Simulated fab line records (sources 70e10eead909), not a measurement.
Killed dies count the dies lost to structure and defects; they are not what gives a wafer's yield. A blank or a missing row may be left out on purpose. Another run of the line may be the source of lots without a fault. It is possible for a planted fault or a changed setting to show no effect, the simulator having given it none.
What tool caused it? || flow nand_harc || 13 lots with 39 wafers sampled at 4 steps, on a route of 1302 steps

## WHAT THE GAUGES SHOWED, per wafer
NHARC_A_BLC_INSPECT_28. Usual: 505 for raw_defect_count, sd 140.
{"lot": "L103", "measured": "day 23 00:18", "on": "defect_inspect-01", "raw_defect_count": "420 474 360", "flag": ""}
{"lot": "L102", "measured": "day 23 03:27", "on": "defect_inspect-02", "raw_defect_count": "503 457 550", "flag": ""}
{"lot": "L112", "measured": "day 26 06:35", "on": "defect_inspect-01", "raw_defect_count": "444 491 456", "flag": ""}
{"lot": "L114", "measured": "day 27 13:33", "on": "defect_inspect-02", "raw_defect_count": "596 405 372", "flag": ""}
{"lot": "L116", "measured": "day 28 08:05", "on": "defect_inspect-01", "raw_defect_count": "698 1187 640", "flag": ""}
{"lot": "L115", "measured": "day 28 10:16", "on": "defect_inspect-01", "raw_defect_count": "445 363 529", "flag": ""}
{"lot": "L119", "measured": "day 29 12:23", "on": "defect_inspect-01", "raw_defect_count": "311 525 452", "flag": ""}
{"lot": "L120", "measured": "day 29 14:11", "on": "defect_inspect-02", "raw_defect_count": "556 432 758", "flag": ""}
{"lot": "L118", "measured": "day 29 16:02", "on": "defect_inspect-01", "raw_defect_count": "527 366 683", "flag": ""}
{"lot": "L121", "measured": "day 30 06:11", "on": "defect_inspect-02", "raw_defect_count": "537 528 698", "flag": ""}
{"lot": "L122", "measured": "day 31 11:46", "on": "defect_inspect-02", "raw_defect_count": "407 346 289", "flag": ""}
{"lot": "L124", "measured": "day 31 17:58", "on": "defect_inspect-02", "raw_defect_count": "724 506 616", "flag": ""}
{"lot": "L125", "measured": "day 32 20:53", "on": "defect_inspect-01", "raw_defect_count": "521 690 450", "flag": ""}

## TOOL THAT RAN EACH LOT (tool first, then ch and the chambers of the sampled wafers, then the start)
{"lot": "L103", "NHARC_A_CONTACT_ALD_18": "ald_metal-03 ch 2,3, day 22 18:24", "NHARC_A_BLC_ETCH_17": "rie_diel-06 ch 0,1,3, day 22 23:13 or earlier", "NHARC_A_BLC_ALD_23": "ald_metal-04 ch 0,1,3, day 22 23:13"}
{"lot": "L102", "NHARC_A_CONTACT_ALD_18": "ald_metal-03 ch 1,2,3, day 22 22:19", "NHARC_A_BLC_ETCH_17": "rie_diel-06 ch 0,1, day 23 02:21 or earlier", "NHARC_A_BLC_ALD_23": "ald_metal-04 ch 0,2,3, day 23 02:21"}
{"lot": "L112", "NHARC_A_CONTACT_ALD_18": "ald_metal-03 ch 0,1, day 26 01:28", "NHARC_A_BLC_ETCH_17": "rie_diel-06 ch 0,1,2, day 26 05:28 or earlier", "NHARC_A_BLC_ALD_23": "ald_metal-04 ch 1,2, day 26 05:28"}
{"lot": "L114", "NHARC_A_CONTACT_ALD_18": "ald_metal-04 ch 0,2,3, day 27 08:14", "NHARC_A_BLC_ETCH_17": "rie_diel-11 ch 0,3, day 27 12:26 or earlier", "NHARC_A_BLC_ALD_23": "ald_metal-02 ch 1,2, day 27 12:26"}
{"lot": "L116", "NHARC_A_CONTACT_ALD_18": "ald_metal-02 ch 0,1,2, day 28 02:59", "NHARC_A_BLC_ETCH_17": "rie_diel-11 ch 0,1,2, day 28 06:59 or earlier", "NHARC_A_BLC_ALD_23": "ald_metal-02 ch 0,1,3, day 28 06:59"}
{"lot": "L115", "NHARC_A_CONTACT_ALD_18": "ald_metal-03 ch 0,1, day 28 05:06", "NHARC_A_BLC_ETCH_17": "rie_diel-11 ch 2,3, day 28 09:11 or earlier", "NHARC_A_BLC_ALD_23": "ald_metal-02 ch 0,1,3, day 28 09:11"}
{"lot": "L119", "NHARC_A_CONTACT_ALD_18": "ald_metal-04 ch 0,3, day 29 07:23", "NHARC_A_BLC_ETCH_17": "rie_diel-11 ch 1,2, day 29 11:16 or earlier", "NHARC_A_BLC_ALD_23": "ald_metal-04 ch 1,2, day 29 11:16"}
{"lot": "L120", "NHARC_A_CONTACT_ALD_18": "ald_metal-02 ch 0,2,3, day 29 09:02", "NHARC_A_BLC_ETCH_17": "rie_diel-06 ch 0,1,3, day 29 13:07 or earlier", "NHARC_A_BLC_ALD_23": "ald_metal-01 ch 0,1,2, day 29 13:07"}
{"lot": "L118", "NHARC_A_CONTACT_ALD_18": "ald_metal-03 ch 0,2,3, day 29 10:47", "NHARC_A_BLC_ETCH_17": "rie_diel-06 ch 0,2,3, day 29 14:52 or earlier", "NHARC_A_BLC_ALD_23": "ald_metal-04 ch 0,1, day 29 14:52"}
{"lot": "L121", "NHARC_A_CONTACT_ALD_18": "ald_metal-04 ch 0,1, day 30 01:01", "NHARC_A_BLC_ETCH_17": "rie_diel-06 ch 0,1, day 30 05:03 or earlier", "NHARC_A_BLC_ALD_23": "ald_metal-02 ch 2,3, day 30 05:03"}
{"lot": "L122", "NHARC_A_CONTACT_ALD_18": "ald_metal-02 ch 0,1,3, day 31 06:37", "NHARC_A_BLC_ETCH_17": "rie_diel-11 ch 1,2,3, day 31 10:35 or earlier", "NHARC_A_BLC_ALD_23": "ald_metal-04 ch 1,2, day 31 10:35"}
{"lot": "L124", "NHARC_A_CONTACT_ALD_18": "ald_metal-02 ch 1,2, day 31 12:43", "NHARC_A_BLC_ETCH_17": "rie_diel-06 ch 0,2,3, day 31 16:47 or earlier", "NHARC_A_BLC_ALD_23": "ald_metal-04 ch 0,2, day 31 16:47"}
{"lot": "L125", "NHARC_A_CONTACT_ALD_18": "ald_metal-03 ch 0,1,3, day 32 15:47", "NHARC_A_BLC_ETCH_17": "rie_diel-11 ch 0,1,2, day 32 19:47 or earlier", "NHARC_A_BLC_ALD_23": "ald_metal-02 ch 1,2,3, day 32 19:47"}
- NHARC_A_CONTACT_ALD_18: deposits TiN, target thk 3 nm, pulse time 1 s, ald cycles 150.
- NHARC_A_BLC_ETCH_17: etches the open film in N2/H2, target depth 390 nm, time 609.38 s.
- NHARC_A_BLC_ALD_23: deposits TiN, target thk 3 nm, pulse time 1 s, ald cycles 150.

## WHAT THE TOOLS THEMSELVES READ (means of the sampled wafers that have a number; where no wafer has one, the mark that the record gives instead)
NHARC_A_CONTACT_ALD_18. Usual: heater_power_w 1065 W, standard deviation 81; precursor_pulse_height_rel 0.999, standard deviation 0.017.
{"lot": "L103", "tool": "ald_metal-03", "heater_power_w (W)": 1036, "precursor_pulse_height_rel": 1.008, "flag": ""}
{"lot": "L102", "tool": "ald_metal-03", "heater_power_w (W)": 1084, "precursor_pulse_height_rel": 0.986, "flag": ""}
{"lot": "L112", "tool": "ald_metal-03", "heater_power_w (W)": 1079, "precursor_pulse_height_rel": 1.021, "flag": ""}
{"lot": "L114", "tool": "ald_metal-04", "heater_power_w (W)": 1002, "precursor_pulse_height_rel": 0.980, "flag": ""}
{"lot": "L116", "tool": "ald_metal-02", "heater_power_w (W)": 1114, "precursor_pulse_height_rel": 0.992, "flag": ""}
{"lot": "L115", "tool": "ald_metal-03", "heater_power_w (W)": 1102, "precursor_pulse_height_rel": 0.995, "flag": ""}
{"lot": "L119", "tool": "ald_metal-04", "heater_power_w (W)": 957, "precursor_pulse_height_rel": 0.990, "flag": ""}
{"lot": "L120", "tool": "ald_metal-02", "heater_power_w (W)": 1071, "precursor_pulse_height_rel": 1.013, "flag": ""}
{"lot": "L118", "tool": "ald_metal-03", "heater_power_w (W)": 1024, "precursor_pulse_height_rel": 1.009, "flag": ""}
{"lot": "L121", "tool": "ald_metal-04", "heater_power_w (W)": 992, "precursor_pulse_height_rel": 0.991, "flag": ""}
{"lot": "L122", "tool": "ald_metal-02", "heater_power_w (W)": 1093, "precursor_pulse_height_rel": 0.998, "flag": ""}
{"lot": "L124", "tool": "ald_metal-02", "heater_power_w (W)": 1209, "precursor_pulse_height_rel": 0.996, "flag": ""}
{"lot": "L125", "tool": "ald_metal-03", "heater_power_w (W)": 1131, "precursor_pulse_height_rel": 1.010, "flag": ""}

NHARC_A_BLC_ETCH_17. Usual: bias_w 150.0 W, standard deviation 0.46; drypump_motor_current_A 5.9 A, standard deviation 0.33; mfc_ar_sccm 0.008 sccm, standard deviation 0.0081; oes_product_au 0.995 a.u., standard deviation 0.0091; rf_vpp_V 430.1 V, standard deviation 2.4; showerhead_plenum_p_Torr 2.03 Torr, standard deviation 0.082; throttle_valve_pct 14.170 %, standard deviation 0.0099.
{"lot": "L103", "tool": "rie_diel-06", "bias_w (W)": 150.2, "drypump_motor_current_A (A)": 6.0, "mfc_ar_sccm (sccm)": 0.007, "oes_product_au (a.u.)": 0.989, "rf_vpp_V (V)": 430.6, "showerhead_plenum_p_Torr (Torr)": 2.04, "throttle_valve_pct (%)": 14.170, "flag": ""}
{"lot": "L102", "tool": "rie_diel-06", "bias_w (W)": 149.9, "drypump_motor_current_A (A)": 5.7, "mfc_ar_sccm (sccm)": 0.010, "oes_product_au (a.u.)": 0.993, "rf_vpp_V (V)": 432.4, "showerhead_plenum_p_Torr (Torr)": 2.09, "throttle_valve_pct (%)": 14.166, "flag": ""}
{"lot": "L112", "tool": "rie_diel-06", "bias_w (W)": 150.0, "drypump_motor_current_A (A)": 5.8, "mfc_ar_sccm (sccm)": 0.014, "oes_product_au (a.u.)": 0.995, "rf_vpp_V (V)": 430.0, "showerhead_plenum_p_Torr (Torr)": 2.02, "throttle_valve_pct (%)": 14.171, "flag": ""}
{"lot": "L114", "tool": "rie_diel-11", "bias_w (W)": 150.2, "drypump_motor_current_A (A)": 5.8, "mfc_ar_sccm (sccm)": 0.000, "oes_product_au (a.u.)": 0.995, "rf_vpp_V (V)": 432.3, "showerhead_plenum_p_Torr (Torr)": 2.11, "throttle_valve_pct (%)": 14.166, "flag": ""}
{"lot": "L116", "tool": "rie_diel-11", "bias_w (W)": 150.1, "drypump_motor_current_A (A)": 5.8, "mfc_ar_sccm (sccm)": 0.006, "oes_product_au (a.u.)": 1.001, "rf_vpp_V (V)": 431.2, "showerhead_plenum_p_Torr (Torr)": 2.06, "throttle_valve_pct (%)": 14.179, "flag": ""}
{"lot": "L115", "tool": "rie_diel-11", "bias_w (W)": 149.8, "drypump_motor_current_A (A)": 6.0, "mfc_ar_sccm (sccm)": 0.012, "oes_product_au (a.u.)": 1.002, "rf_vpp_V (V)": 427.1, "showerhead_plenum_p_Torr (Torr)": 1.93, "throttle_valve_pct (%)": 14.170, "flag": ""}
{"lot": "L119", "tool": "rie_diel-11", "bias_w (W)": 150.7, "drypump_motor_current_A (A)": 5.7, "mfc_ar_sccm (sccm)": 0.007, "oes_product_au (a.u.)": 0.994, "rf_vpp_V (V)": 429.4, "showerhead_plenum_p_Torr (Torr)": 2.02, "throttle_valve_pct (%)": 14.160, "flag": ""}
{"lot": "L120", "tool": "rie_diel-06", "bias_w (W)": 150.0, "drypump_motor_current_A (A)": 6.0, "mfc_ar_sccm (sccm)": 0.007, "oes_product_au (a.u.)": 0.997, "rf_vpp_V (V)": 431.1, "showerhead_plenum_p_Torr (Torr)": 2.04, "throttle_valve_pct (%)": 14.172, "flag": ""}
{"lot": "L118", "tool": "rie_diel-06", "bias_w (W)": 150.0, "drypump_motor_current_A (A)": 6.1, "mfc_ar_sccm (sccm)": 0.012, "oes_product_au (a.u.)": 1.001, "rf_vpp_V (V)": 428.4, "showerhead_plenum_p_Torr (Torr)": 1.98, "throttle_valve_pct (%)": 14.169, "flag": ""}
{"lot": "L121", "tool": "rie_diel-06", "bias_w (W)": 150.3, "drypump_motor_current_A (A)": 5.7, "mfc_ar_sccm (sccm)": 0.010, "oes_product_au (a.u.)": 1.001, "rf_vpp_V (V)": 432.4, "showerhead_plenum_p_Torr (Torr)": 2.09, "throttle_valve_pct (%)": 14.173, "flag": ""}
{"lot": "L122", "tool": "rie_diel-11", "bias_w (W)": 150.1, "drypump_motor_current_A (A)": 5.8, "mfc_ar_sccm (sccm)": 0.006, "oes_product_au (a.u.)": 0.998, "rf_vpp_V (V)": 428.7, "showerhead_plenum_p_Torr (Torr)": 1.99, "throttle_valve_pct (%)": 14.170, "flag": ""}
{"lot": "L124", "tool": "rie_diel-06", "bias_w (W)": 150.2, "drypump_motor_current_A (A)": 6.1, "mfc_ar_sccm (sccm)": 0.012, "oes_product_au (a.u.)": 0.999, "rf_vpp_V (V)": 428.9, "showerhead_plenum_p_Torr (Torr)": 1.98, "throttle_valve_pct (%)": 14.166, "flag": ""}
{"lot": "L125", "tool": "rie_diel-11", "bias_w (W)": 150.3, "drypump_motor_current_A (A)": 5.8, "mfc_ar_sccm (sccm)": 0.006, "oes_product_au (a.u.)": 0.994, "rf_vpp_V (V)": 431.0, "showerhead_plenum_p_Torr (Torr)": 2.05, "throttle_valve_pct (%)": 14.173, "flag": ""}

NHARC_A_BLC_ALD_23. Usual: heater_power_w 1048 W, standard deviation 100; precursor_pulse_height_rel 1.003, standard deviation 0.02.
{"lot": "L103", "tool": "ald_metal-04", "heater_power_w (W)": 989, "precursor_pulse_height_rel": 1.020, "flag": ""}
{"lot": "L102", "tool": "ald_metal-04", "heater_power_w (W)": 991, "precursor_pulse_height_rel": 0.992, "flag": ""}
{"lot": "L112", "tool": "ald_metal-04", "heater_power_w (W)": 1013, "precursor_pulse_height_rel": 1.017, "flag": ""}
{"lot": "L114", "tool": "ald_metal-02", "heater_power_w (W)": 1186, "precursor_pulse_height_rel": 1.003, "flag": ""}
{"lot": "L116", "tool": "ald_metal-02", "heater_power_w (W)": 1051, "precursor_pulse_height_rel": 0.991, "flag": ""}
{"lot": "L115", "tool": "ald_metal-02", "heater_power_w (W)": 1056, "precursor_pulse_height_rel": 0.991, "flag": ""}
{"lot": "L119", "tool": "ald_metal-04", "heater_power_w (W)": 1061, "precursor_pulse_height_rel": 0.996, "flag": ""}
{"lot": "L120", "tool": "ald_metal-01", "heater_power_w (W)": 1043, "precursor_pulse_height_rel": 1.005, "flag": ""}
{"lot": "L118", "tool": "ald_metal-04", "heater_power_w (W)": 1038, "precursor_pulse_height_rel": 1.012, "flag": ""}
{"lot": "L121", "tool": "ald_metal-02", "heater_power_w (W)": 1154, "precursor_pulse_height_rel": 0.990, "flag": ""}
{"lot": "L122", "tool": "ald_metal-04", "heater_power_w (W)": 1079, "precursor_pulse_height_rel": 1.017, "flag": ""}
{"lot": "L124", "tool": "ald_metal-04", "heater_power_w (W)": 1027, "precursor_pulse_height_rel": 0.977, "flag": ""}
{"lot": "L125", "tool": "ald_metal-02", "heater_power_w (W)": 1134, "precursor_pulse_height_rel": 0.989, "flag": ""}

## THE ANSWER, worked out from the rows above alone
Rule: lot off if the mean of its wafers having a number is beyond 3 standard deviations from the usual mean. Also off: a lot with no number at a reading for which 4 or more lots have one. The other lots that the step has rows for count as sound. First the gauges in route order, then the tools' own readings, where a lot's mean is used as printed above. At the first step where some lot is off, the reading lying furthest off is the one used; lots without a number count as furthest.
No lot is off at any reading shown: from this, nothing can be told.

## WHAT WAS PUT IN BY THE SIMULATOR
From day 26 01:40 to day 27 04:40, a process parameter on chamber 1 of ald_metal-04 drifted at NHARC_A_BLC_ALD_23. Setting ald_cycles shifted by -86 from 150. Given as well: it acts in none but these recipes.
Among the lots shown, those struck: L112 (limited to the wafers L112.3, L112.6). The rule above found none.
